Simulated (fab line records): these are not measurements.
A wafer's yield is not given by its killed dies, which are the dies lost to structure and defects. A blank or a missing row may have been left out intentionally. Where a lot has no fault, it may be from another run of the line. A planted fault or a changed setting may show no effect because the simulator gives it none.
fab line records	flow n5-finfet
record lots=10	wafers=30	last-day=19
route steps=1938 shown BEOL_M4@1091 BEOL_M5@1128 PASSIVATION@1936
lots with no fault: from the same line, run without faults
start-h: start of the lot's first displayed wafer, in hours after the record's first day	wait-h: time in hours since the lot's previous step	" the same as in the row above	L1.1+2: several wafers, shown together as one row	- no value, or no start given	* or withheld: withheld	< > ~ a bound
route shown NAME@n: a module of which the file shows steps, and the number in the route of the first	usual: the fault-free wafers' mean and standard deviation	same: alike in all rows	chamber/n: place in a boat	sites: per-site readings	_std_site: standard deviation of those values	_edge_site: inner sites' mean taken away from outer sites' mean	radius-mm: how far each site lies from the wafer's centre	mask NAME#n: copy n	behind: the tool/chamber that last shaped the wafer	hold: cause of the lot's hold/its duration in hours/its outcome	device: the transistor (n, p or np) that didn't switch	end of line: tests run on the same wafers once the route is complete	a step without rows: its recipe alone	killed: the dies lost at the first sort to structure and to defects; this is not the yield of the wafer	map: per-die view of a wafer (x killed, . not killed, _ where there is no die)
set.NAME: setting as actually run; set.NAME@STEP: the setting as run at that earlier step	model.NAME: the simulator's own value behind a step, which no gauge read
steps of the route over a sample of lots; a table a step, a row a wafer
services: a tool's chamber out of use, with start hour (start-h, from the record's first day; less than 0 if before it), hours out, and reason
## steps
# step N5_BEOL_M4_ANNEAL_87
# recipe temp-c=400	time-s=240	ambient=vacuum
# usual heater-power-w=789/85
lot.wafer	tool	chamber	start-h	wait-h	heater-power-w
L468.1	pvd-sputter-03	-	203.27	0.0	838
L468.3	"	-	"	"	742
L468.5	"	-	"	"	847
L469.1	pvd-sputter-03	-	206.85	0.0	818
L469.3	"	-	"	"	869
L469.6	"	-	"	"	799
L471.2	pvd-sputter-02	-	215.21	0.0	883
L471.4	"	-	"	"	782
L471.6	"	-	"	"	657
L472.1	pvd-sputter-03	-	227.04	0.0	819
L472.4	"	-	"	"	751
L472.6	"	-	"	"	832
L476.1	pvd-sputter-02	-	242.74	0.0	741
L476.4	"	-	"	"	870
L476.6	"	-	"	"	777
L479.2	pvd-sputter-03	-	249.78	0.0	825
L479.4	"	-	"	"	753
L479.6	"	-	"	"	737
L477.1	pvd-sputter-03	-	254.98	0.0	816
L477.2	"	-	"	"	840
L477.5	"	-	"	"	810
L478.2	pvd-sputter-02	-	271.34	0.0	736
L478.4	"	-	"	"	779
L478.5	"	-	"	"	647
L484.1	pvd-sputter-03	-	289.81	0.0	805
L484.4	"	-	"	"	854
L484.6	"	-	"	"	748
L487.2	pvd-sputter-02	-	313.42	0.0	792
L487.4	"	-	"	"	870
L487.6	"	-	"	"	797
# step N5_BEOL_M4_ANNEAL_89
# recipe temp-c=400	time-s=240	ambient=vacuum
# usual heater-power-w=789/84
lot.wafer	tool	chamber	start-h	wait-h	heater-power-w
L468.1	pvd-sputter-03	-	203.49	0.0	844
L468.3	"	-	"	"	720
L468.5	"	-	"	"	866
L469.1	pvd-sputter-03	-	207.07	0.0	820
L469.3	"	-	"	"	867
L469.6	"	-	"	"	829
L471.2	pvd-sputter-02	-	215.43	0.0	866
L471.4	"	-	"	"	783
L471.6	"	-	"	"	662
L472.1	pvd-sputter-03	-	227.26	0.0	817
L472.4	"	-	"	"	755
L472.6	"	-	"	"	797
L476.1	pvd-sputter-02	-	242.96	0.0	762
L476.4	"	-	"	"	871
L476.6	"	-	"	"	807
L479.2	pvd-sputter-03	-	250.00	0.0	807
L479.4	"	-	"	"	747
L479.6	"	-	"	"	755
L477.1	pvd-sputter-03	-	255.20	0.0	801
L477.2	"	-	"	"	850
L477.5	"	-	"	"	820
L478.2	pvd-sputter-02	-	271.59	0.0	755
L478.4	"	-	"	"	808
L478.5	"	-	"	"	663
L484.1	pvd-sputter-03	-	290.03	0.0	818
L484.4	"	-	"	"	842
L484.6	"	-	"	"	744
L487.2	pvd-sputter-02	-	313.64	0.0	807
L487.4	"	-	"	"	853
L487.6	"	-	"	"	796
# step N5_BEOL_M4_SPUTTER_94
# recipe material=Cu	target-thk-a=45	temp-c=-20	chamber-pressure-pa=0.07	power-w=withheld	time-s=8.29
# usual chamber-pressure-pa=0.07003/0.00014	throttle-valve-pct=29.9/1.5
lot.wafer	tool	chamber	start-h	wait-h	chamber-pressure-pa	throttle-valve-pct
L468.1	pvd-sputter-03	-	204.07	0.1	0.07	28.4
L468.3	"	-	"	"	0.07011	30.7
L468.5	"	-	"	"	0.07006	28.2
L469.1	pvd-sputter-03	-	207.65	0.1	0.07004	28.5
L469.3	"	-	"	"	0.0699	28.3
L469.6	"	-	"	"	0.06999	28.5
L471.2	pvd-sputter-02	-	216.01	0.1	0.07014	29.9
L471.4	"	-	"	"	0.07009	28.0
L471.6	"	-	"	"	0.07011	31.1
L472.1	pvd-sputter-03	-	227.84	0.1	0.06994	28.2
L472.4	"	-	"	"	0.07001	30.7
L472.6	"	-	"	"	0.06985	28.4
L476.1	pvd-sputter-02	-	243.54	0.1	0.06987	30.1
L476.4	"	-	"	"	0.07006	29.8
L476.6	"	-	"	"	0.07019	28.0
L479.2	pvd-sputter-03	-	250.58	0.1	0.07003	28.3
L479.4	"	-	"	"	0.07013	29.7
L479.6	"	-	"	"	0.0702	29.9
L477.1	pvd-sputter-03	-	255.78	0.1	0.06998	28.3
L477.2	"	-	"	"	0.07006	28.2
L477.5	"	-	"	"	0.07005	28.2
L478.2	pvd-sputter-02	-	272.24	0.1	0.07008	30.3
L478.4	"	-	"	"	0.07033	28.1
L478.5	"	-	"	"	0.07005	30.9
L484.1	pvd-sputter-03	-	290.61	0.1	0.07014	28.2
L484.4	"	-	"	"	0.06981	28.4
L484.6	"	-	"	"	0.07007	30.0
L487.2	pvd-sputter-02	-	314.22	0.1	0.07025	28.2
L487.4	"	-	"	"	0.06989	30.3
L487.6	"	-	"	"	0.06997	27.7
# step N5_BEOL_M4_CO_CAP_55
# recipe material=Co	target-thk-a=20	temp-c=200	precursor=CCTBA/H2	pressure-torr=30	time-s=102.1
# usual heater-power-w=244/26
lot.wafer	tool	chamber	start-h	wait-h	heater-power-w
L468.1	cvd-co-02	1	205.15	0.0	229
L468.3	"	0	"	"	259
L468.5	"	0	"	"	259
L469.1	cvd-co-01	0	208.74	0.0	247
L469.3	"	1	"	"	283
L469.6	"	2	"	"	204
L471.2	cvd-co-01	1	217.10	0.0	281
L471.4	"	1	"	"	283
L471.6	"	0	"	"	248
L472.1	cvd-co-02	0	228.93	0.0	264
L472.4	"	2	"	"	225
L472.6	"	1	"	"	238
L476.1	cvd-co-01	2	244.63	0.0	204
L476.4	"	1	"	"	270
L476.6	"	0	"	"	245
L479.2	cvd-co-02	2	251.67	0.0	231
L479.4	"	0	"	"	260
L479.6	"	2	"	"	227
L477.1	cvd-co-02	2	257.00	0.0	227
L477.2	"	0	"	"	263
L477.5	"	0	"	"	261
L478.2	cvd-co-01	1	273.36	0.0	283
L478.4	"	1	"	"	286
L478.5	"	0	"	"	247
L484.1	cvd-co-01	2	292.09	0.0	201
L484.4	"	0	"	"	254
L484.6	"	1	"	"	282
L487.2	cvd-co-01	1	315.30	0.0	295
L487.4	"	1	"	"	283
L487.6	"	0	"	"	244
# step N5_BEOL_M4_INSPECT_59
# recipe inspect-instrument=darkfield	mode=post-dep
# usual raw-defect-count=71/25
lot.wafer	tool	chamber	start-h	wait-h	raw-defect-count
L468.1	defect-inspect-02	-	205.36	0.0	117
L468.3	"	-	"	"	84
L468.5	"	-	"	"	66
L469.1	defect-inspect-01	-	208.95	0.0	34
L469.3	"	-	"	"	51
L469.6	"	-	"	"	59
L471.2	defect-inspect-01	-	217.31	0.0	51
L471.4	"	-	"	"	48
L471.6	"	-	"	"	56
L472.1	defect-inspect-01	-	229.14	0.0	45
L472.4	"	-	"	"	50
L472.6	"	-	"	"	68
L476.1	defect-inspect-01	-	244.84	0.0	47
L476.4	"	-	"	"	40
L476.6	"	-	"	"	29
L479.2	defect-inspect-01	-	251.88	0.0	46
L479.4	"	-	"	"	711
L479.6	"	-	"	"	66
L477.1	defect-inspect-02	-	257.21	0.0	107
L477.2	"	-	"	"	735
L477.5	"	-	"	"	779
L478.2	defect-inspect-02	-	273.57	0.0	54
L478.4	"	-	"	"	58
L478.5	"	-	"	"	71
L484.1	defect-inspect-02	-	292.29	0.0	80
L484.4	"	-	"	"	106
L484.6	"	-	"	"	92
L487.2	defect-inspect-01	-	315.51	0.0	50
L487.4	"	-	"	"	122
L487.6	"	-	"	"	87
# step N5_BEOL_M4_RC_MEAS_101
# usual DIBL_N=36.1/1.6	DIBL_P=35.8/2	IOFF_N=0.157/0.029	IOFF_P=0.21/0.034	ION_N=677/13	ION_P=465/8.1	SS_N=71.3/0.61	SS_P=73.2/0.65	VT_N=249/3.3	VT_P=-250/3.2
lot.wafer	tool	chamber	start-h	wait-h	DIBL_N[mV/V]	DIBL_P[mV/V]	IOFF_N[nA/um]	IOFF_P[nA/um]	ION_N[uA/um]	ION_P[uA/um]	SS_N[mV/dec]	SS_P[mV/dec]	VT_N[mV]	VT_P[mV]
L468.1	prober-02	0	205.39	0.0	37.6	37.7	0.208	0.24	694	467	71.5	74.4	245	-250
L468.3	"	0	"	"	35.0	34.2	0.148	0.19	678	468	71.5	73.2	247	-250
L468.5	"	0	"	"	36.7	37.0	0.181	0.23	676	460	71.1	73.8	247	-248
L469.1	prober-02	0	208.97	0.0	36.0	33.8	0.128	0.19	644	452	70.7	72.8	254	-255
L469.3	"	0	"	"	39.0	39.3	0.195	0.27	685	472	71.7	73.7	249	-247
L469.6	"	0	"	"	35.8	34.8	0.135	0.20	658	451	71.0	73.5	253	-252
L471.2	prober-01	0	217.49	0.2	33.4	31.8	0.111	0.16	658	455	70.3	72.7	254	-255
L471.4	"	0	"	"	35.9	34.4	0.152	0.20	693	473	70.8	72.9	248	-249
L471.6	"	0	"	"	33.6	31.7	0.112	0.16	679	467	70.9	72.5	253	-254
L472.1	prober-01	0	229.16	0.0	36.8	34.7	0.162	0.22	686	473	71.3	73.4	246	-247
L472.4	"	0	"	"	36.6	35.0	0.168	0.23	684	465	71.1	73.3	245	-246
L472.6	"	0	"	"	37.4	35.3	0.169	0.23	670	464	71.2	72.9	247	-248
L476.1	prober-01	0	244.86	0.0	35.7	34.9	0.159	0.24	678	474	70.0	72.7	251	-242
L476.4	"	0	"	"	36.1	36.7	0.173	0.28	685	478	70.5	73.2	250	-245
L476.6	"	0	"	"	36.9	36.5	0.179	0.27	678	478	71.5	73.3	248	-244
L479.2	prober-02	0	252.06	0.2	34.5	35.2	0.138	0.19	680	469	71.0	72.1	252	-249
L479.4	"	0	"	"	36.2	36.6	0.164	0.21	684	470	71.9	73.2	245	-251
L479.6	"	0	"	"	36.2	37.0	0.176	0.23	688	476	71.5	72.6	245	-247
L477.1	prober-01	0	257.23	0.0	33.2	31.2	0.101	0.13	667	457	70.6	72.3	255	-259
L477.2	"	0	"	"	35.7	34.0	0.127	0.16	663	454	71.1	73.0	255	-256
L477.5	"	0	"	"	34.5	32.1	0.107	0.14	642	443	71.7	72.6	258	-259
L478.2	prober-02	0	273.75	0.2	34.7	34.5	0.137	0.19	675	467	71.1	72.2	248	-250
L478.4	"	0	"	"	35.7	34.6	0.144	0.18	661	455	71.6	72.4	249	-253
L478.5	"	0	"	"	36.0	35.6	0.157	0.20	668	453	72.3	72.8	247	-251
L484.1	prober-01	0	292.55	0.3	33.9	34.0	0.114	0.19	666	461	70.4	73.0	253	-250
L484.4	"	0	"	"	35.4	34.9	0.128	0.20	654	456	70.9	72.7	254	-251
L484.6	"	0	"	"	35.3	35.1	0.133	0.21	672	468	70.9	72.8	252	-250
L487.2	prober-01	0	315.69	0.2	36.5	35.9	0.157	0.23	671	466	71.4	72.8	248	-249
L487.4	"	0	"	"	35.2	34.7	0.133	0.21	681	476	70.9	72.9	253	-249
L487.6	"	0	"	"	34.0	34.3	0.127	0.20	683	477	71.1	72.5	251	-251
# step N5_BEOL_M5_INSPECT_13
# recipe mode=adi	inspect-instrument=brightfield
# usual raw-defect-count=414/99
lot.wafer	tool	chamber	start-h	wait-h	raw-defect-count
L468.1	defect-inspect-02	-	209.21	0.1	546
L468.3	"	-	"	"	473
L468.5	"	-	"	"	454
L469.1	defect-inspect-01	-	212.62	0.1	355
L469.3	"	-	"	"	238
L469.6	"	-	"	"	288
L471.2	defect-inspect-01	-	223.50	0.0	413
L471.4	"	-	"	"	462
L471.6	"	-	"	"	525
L472.1	defect-inspect-02	-	232.50	0.1	406
L472.4	"	-	"	"	340
L472.6	"	-	"	"	440
L476.1	defect-inspect-01	-	247.96	0.1	420
L476.4	"	-	"	"	368
L476.6	"	-	"	"	295
L479.2	defect-inspect-01	-	254.66	0.1	375
L479.4	"	-	"	"	1286
L479.6	"	-	"	"	362
L477.1	defect-inspect-02	-	259.36	0.1	406
L477.2	"	-	"	"	1107
L477.5	"	-	"	"	1152
L478.2	defect-inspect-01	-	276.44	0.0	404
L478.4	"	-	"	"	367
L478.5	"	-	"	"	451
L484.1	defect-inspect-01	-	295.70	0.1	434
L484.4	"	-	"	"	457
L484.6	"	-	"	"	535
L487.2	defect-inspect-02	-	321.43	0.0	369
L487.4	"	-	"	"	486
L487.6	"	-	"	"	419
# step N5_PASSIVATION_PROBE_49
# usual defect-limited-yield=91.0/1.4	killed_at_M0_to_M3=33/11	killed_at_M4_up=14/5	killed-at-contacts=11/7.3	killed-at-front-end=43/12	killed-at-other=4/3.1	killed-dies=106/17	killed-open=69/13	killed-short=34/8.7	sort_bin_5_function=5.2/0.96	sort_bin_6_memory=3.3/0.66	sort_bin_8_speed=0.00/0.012	sort-n-pass=1074/17	sort-yield-pct=91.0/1.4
# same gross-dies=1180	killed-at-back-side=0	sort_bin_4_leakage[%]=0
lot.wafer	tool	chamber	start-h	wait-h	defect-limited-yield[%]	killed_at_M0_to_M3	killed_at_M4_up	killed-at-contacts	killed-at-front-end	killed-at-other	killed-dies	killed-open	killed-short	sort_bin_5_function[%]	sort_bin_6_memory[%]	sort_bin_8_speed[%]	sort-n-pass	sort-yield-pct[%]
L468.1	prober-01	-	326.47	0.0	90.4	27	14	8	63	1	113	82	26	6.3	2.6	0	1067	90.4
L468.3	prober-01	-	326.57	0.1	91.6	27	11	6	55	0	99	72	26	5.8	2.5	0	1081	91.6
L468.5	prober-01	-	326.67	0.2	89.6	31	17	11	61	3	123	78	44	6.3	3.6	0	1057	89.6
L479.2	prober-02	-	357.36	0.1	92.5	26	10	14	38	1	89	56	31	4.5	2.4	0	1091	92.5
L479.4	prober-02	-	357.46	0.2	79.7	28	143	2	63	4	240	61	45	11.9	4.5	0	940	79.7
L479.6	prober-02	-	357.56	0.3	88.7	41	18	7	64	3	133	83	47	6.6	3.8	0	1047	88.7
L476.1	prober-01	-	357.76	0.0	90.3	36	13	9	53	3	114	73	38	6.3	2.8	0	1066	90.3
L476.4	prober-01	-	357.91	0.2	91.4	31	13	7	45	6	102	60	42	4.7	3.6	0	1078	91.4
L476.6	prober-01	-	358.01	0.3	89.0	54	11	5	56	4	130	84	44	6.6	4.1	0	1050	89.0
L477.1	prober-01	-	365.96	0.0	91.4	37	24	8	30	3	102	66	32	4.3	3.6	0	1078	91.4
L477.2	prober-01	-	366.01	0.1	81.6	35	145	12	23	2	217	49	29	10.8	4.6	0	963	81.6
L477.5	prober-01	-	366.16	0.2	80.7	30	143	18	26	11	228	57	40	11.3	4.4	0.08	951	80.6
L478.2	prober-02	-	377.75	0.1	88.8	63	10	12	43	4	132	86	38	5.7	4.6	0	1048	88.8
L478.4	prober-02	-	377.85	0.2	87.2	84	9	16	36	6	151	91	60	7.3	4.9	0	1029	87.2
L478.5	prober-02	-	377.90	0.2	88.5	53	15	8	57	3	136	99	35	7.2	4.0	0	1044	88.5
L487.2	prober-01	-	444.63	0.1	92.9	35	11	4	31	3	84	51	32	3.8	2.9	0	1096	92.9
L487.4	prober-01	-	444.73	0.2	92.4	43	14	4	26	3	90	56	33	4.8	2.1	0	1090	92.4
L487.6	prober-01	-	444.83	0.3	89.8	43	17	15	36	9	120	82	38	5.1	4.9	0	1060	89.8
# killed by level:class
L468.1 STI_FIN_REVEAL:geometric-particle:open=30 BEOL_M3:geometric-particle:open=10 FIN_SAQP:geometric-particle:open=9 FIN_SAQP:geometric-particle:short=7 MOL_CONTACT_COAG:geometric-particle:open=5 BEOL_M2:geometric-particle:open=4 BEOL_M5:geometric-particle:open=4 BEOL_M4:geometric-particle:open=4
L468.3 STI_FIN_REVEAL:geometric-particle:open=23 FIN_SAQP:geometric-particle:open=11 BEOL_M0_SAQP:geometric-particle:open=6 MOL_CONTACT_COAG:geometric-particle:open=5 BEOL_M0_SAQP:geometric-particle:short=5 BEOL_M1:geometric-particle:short=5 BEOL_M1:geometric-particle:open=4 BEOL_M4:geometric-particle:open=4
L468.5 STI_FIN_REVEAL:geometric-particle:open=18 BEOL_M1:geometric-particle:open=11 STI_FIN_REVEAL:geometric-particle:short=10 MOL_CONTACT_COAG:geometric-particle:open=9 FIN_SAQP:geometric-particle:short=8 FIN_SAQP:geometric-particle:open=8 BEOL_M4:geometric-particle:open=8 GATE_CUT:geometric-particle:short=7
L479.2 MOL_CONTACT_COAG:geometric-particle:open=11 FIN_SAQP:geometric-particle:short=7 GATE_CUT:geometric-particle:short=7 BEOL_M0_SAQP:geometric-particle:short=6 BEOL_M0_SAQP:geometric-particle:open=6 BEOL_M2:geometric-particle:open=5 BEOL_M3:geometric-particle:open=5 STARTING-WAFER:geometric-particle:open=5
L479.4 BEOL_M4:unspecified=127 GATE_CUT:geometric-particle:short=13 FIN_SAQP:geometric-particle:short=11 FIN_SAQP:geometric-particle:open=10 BEOL_M4:geometric-particle:open=8 HKMG_FIN:area-etch=7 BEOL_M0_SAQP:geometric-particle:open=6 STI_FIN_REVEAL:geometric-particle:open=6
L479.6 FIN_SAQP:geometric-particle:short=20 BEOL_M0_SAQP:geometric-particle:open=12 FIN_SAQP:geometric-particle:open=10 BEOL_M2:geometric-particle:open=10 BEOL_M4:geometric-particle:open=9 DUMMY_GATE:geometric-particle:open=6 GATE_CUT:geometric-particle:short=5 MOL_CONTACT_COAG:geometric-particle:open=5
L476.1 STI_FIN_REVEAL:geometric-particle:open=16 BEOL_M0_SAQP:geometric-particle:short=11 DUMMY_GATE:geometric-particle:open=10 BEOL_M1:geometric-particle:open=8 MOL_CONTACT_COAG:geometric-particle:open=6 BEOL_M2:geometric-particle:open=6 FIN_SAQP:geometric-particle:short=5 STARTING-WAFER:geometric-particle:short=5
L476.4 FIN_SAQP:geometric-particle:open=10 FIN_SAQP:geometric-particle:short=9 STI_FIN_REVEAL:geometric-particle:open=9 BEOL_M0_SAQP:geometric-particle:short=7 BEOL_M2:geometric-particle:open=6 BEOL_M0_SAQP:geometric-particle:open=5 MOL_CONTACT_COAG:geometric-particle:open=4 GATE_CUT:geometric-particle:short=4
L476.6 BEOL_M0_SAQP:geometric-particle:open=18 BEOL_M0_SAQP:geometric-particle:short=16 FIN_SAQP:geometric-particle:open=13 DUMMY_GATE:geometric-particle:open=10 FIN_SAQP:geometric-particle:short=9 STI_FIN_REVEAL:geometric-particle:open=6 BEOL_M1:geometric-particle:open=6 BEOL_M0:geometric-particle:open=5
L477.1 BEOL_M0_SAQP:geometric-particle:short=11 BEOL_M0_SAQP:geometric-particle:open=10 STI_FIN_REVEAL:geometric-particle:open=8 MOL_CONTACT_COAG:geometric-particle:open=7 BEOL_M1:geometric-particle:open=6 BEOL_M2:geometric-particle:open=6 BEOL_M8:geometric-particle:open=6 DUMMY_GATE:geometric-particle:open=4
L477.2 BEOL_M4:unspecified=139 MOL_CONTACT_COAG:geometric-particle:open=12 BEOL_M1:geometric-particle:open=9 BEOL_M2:geometric-particle:open=7 FIN_SAQP:geometric-particle:open=5 BEOL_M0:geometric-particle:short=5 BEOL_M1:geometric-particle:short=5 GATE_CUT:geometric-particle:short=4
L477.5 BEOL_M4:unspecified=130 MOL_CONTACT_COAG:geometric-particle:open=11 GATE_CUT:geometric-particle:short=7 MOL_CONTACT_COAG:geometric-particle:short=7 STI_FIN_REVEAL:geometric-particle:open=6 BEOL_M4:geometric-particle:open=6 BEOL_M0_SAQP:geometric-particle:open=5 BEOL_M3:geometric-particle:open=5
L478.2 BEOL_M0_SAQP:geometric-particle:open=17 BEOL_M0_SAQP:geometric-particle:short=17 BEOL_M2:geometric-particle:open=14 MOL_CONTACT_COAG:geometric-particle:open=12 DUMMY_GATE:geometric-particle:open=10 HKMG_FIN:area-etch=7 STI_FIN_REVEAL:geometric-particle:open=6 GATE_CUT:geometric-particle:open=6
L478.4 BEOL_M0_SAQP:geometric-particle:short=32 BEOL_M0_SAQP:geometric-particle:open=28 MOL_CONTACT_COAG:geometric-particle:open=13 STI_FIN_REVEAL:geometric-particle:open=8 DUMMY_GATE:geometric-particle:open=8 BEOL_M2:geometric-particle:open=8 BEOL_M1:geometric-particle:open=5 BEOL_M4:geometric-particle:open=5
L478.5 STI_FIN_REVEAL:geometric-particle:open=28 BEOL_M2:geometric-particle:open=14 BEOL_M0_SAQP:geometric-particle:open=11 BEOL_M0_SAQP:geometric-particle:short=9 STI_FIN_REVEAL:geometric-particle:short=7 DUMMY_GATE:geometric-particle:open=7 MOL_CONTACT_COAG:geometric-particle:open=7 BEOL_M3:geometric-particle:open=7
L487.2 BEOL_M1:geometric-particle:open=12 BEOL_M0_SAQP:geometric-particle:short=11 STI_FIN_REVEAL:geometric-particle:open=7 BEOL_M0_SAQP:geometric-particle:open=5 STARTING-WAFER:geometric-particle:short=4 FIN_SAQP:geometric-particle:short=3 FIN_SAQP:geometric-particle:open=3 MOL_CONTACT_COAG:geometric-particle:short=3
L487.4 BEOL_M0_SAQP:geometric-particle:short=9 BEOL_M0_SAQP:geometric-particle:open=8 BEOL_M1:geometric-particle:open=7 BEOL_M4:geometric-particle:open=7 BEOL_M2:geometric-particle:open=6 STI_FIN_REVEAL:geometric-particle:open=4 BEOL_M3:geometric-particle:open=4 FIN_SAQP:geometric-particle:short=3
L487.6 MOL_CONTACT_COAG:geometric-particle:open=13 BEOL_M0_SAQP:geometric-particle:open=13 BEOL_M0_SAQP:geometric-particle:short=11 BEOL_M4:geometric-particle:open=9 STI_FIN_REVEAL:geometric-particle:open=8 FIN_SAQP:geometric-particle:open=7 GATE_CUT:geometric-particle:short=7 BEOL_M1:geometric-particle:open=7
## services
tool	chamber	start-h	hours	kind
cvd-co-02	1	205.50	7.8	repair
cvd-co-02	-	272.54	2.8	pm
## key
first-sign step=N5_BEOL_M4_INSPECT_59	reading=raw-defect-count	direction=up	sigmas=27	usual=71	struck=742
effect step=N5_BEOL_M5_INSPECT_13	reading=raw-defect-count	direction=up	sigmas=7.7	usual=414	struck=1182
effect step=N5_PASSIVATION_PROBE_49	reading=killed_at_M4_up	direction=up	sigmas=26	usual=14	struck=144
more-kills-born-at N5_BEOL_M4_CO_CAP_55@cvd-co-02=396
met-at N5_BEOL_M4_CO_CAP_55
struck-lots L477,L479
struck-wafers L477.2,L477.5,L479.4
not-acting-at N5_BEOL_M4_ANNEAL_87,N5_BEOL_M4_ANNEAL_89,N5_BEOL_M4_SPUTTER_94
onset-between 228.93 251.67
fault kind=chamber-particle-source	tool=cvd-co-02	chamber=0	onset-h=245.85	steps=N5_BEOL_M4_CO_CAP_55	rate-per-visit-cm2=0.98844	end-h=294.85
